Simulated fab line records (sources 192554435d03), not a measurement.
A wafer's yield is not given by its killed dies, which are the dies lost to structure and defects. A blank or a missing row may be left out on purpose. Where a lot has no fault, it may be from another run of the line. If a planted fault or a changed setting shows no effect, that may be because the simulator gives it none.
Chamber matching    flow n5 finfet    N5_ILD0_CMP_12 on cmp-03: 4 sister chambers
The step polishes SiNx, stops on poly-Si, t overpolish 6 s, target thk 17.67 nm. 8 wafers are shown with their chamber, then 7 later ones without.

## WAFERS PAIRED WITH THEIR CHAMBERS
wafer   chamber  motor current A (A)  time to endpoint s (s)
L082.4  0        10.6                 27.2
L084.4  2        8.7                  31.5
L087.3  2        9.0                  27.7
L087.4  0        10.6                 28.8
L088.3  3        9.7                  31.7
L088.4  1        8.8                  24.0
L090.1  3        9.8                  28.3
L090.2  1        8.7                  23.5

## WAFERS MISSING THEIR CHAMBER
wafer   motor current A (A)  time to endpoint s (s)
L090.3  9.8                  28.4
L093.2  8.8                  25.1
L093.4  8.9                  27.8
L094.2  8.4                  26.6
L094.3  10.2                 32.5
L095.1  8.7                  27.8
L095.4  8.7                  22.2

## THE CHAMBER EACH PASSED THROUGH
wafer    from the rows above       in truth
L090.3   3                         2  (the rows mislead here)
L093.2   can't be placed: 1 or 2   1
L093.4   can't be placed: 2 or 1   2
L094.2   can't be placed: 1 or 2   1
L094.3   can't be placed: 3 or 0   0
L095.1   can't be placed: 2 or 1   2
L095.4   1                         1
Correct placement for 1 of the 7. Can't be placed from these rows: 5 (the true chamber is among the candidates in 5). 1 placed wrongly.
How it was worked out, from the rows above alone: a wafer's distance from a chamber is the root of the sum, over the readings, of the square of ((its reading less the chamber's mean) divided by the reading's scatter). The wafer belongs to the nearest chamber; if the next one is less than 2 further off, it can't be placed. The mean given for a chamber averages the wafers shown for that chamber. The scatter is the square root of a quotient: the sum, over the shown wafers, of each reading's squared deviation from its chamber's mean, divided by wafers minus chambers.
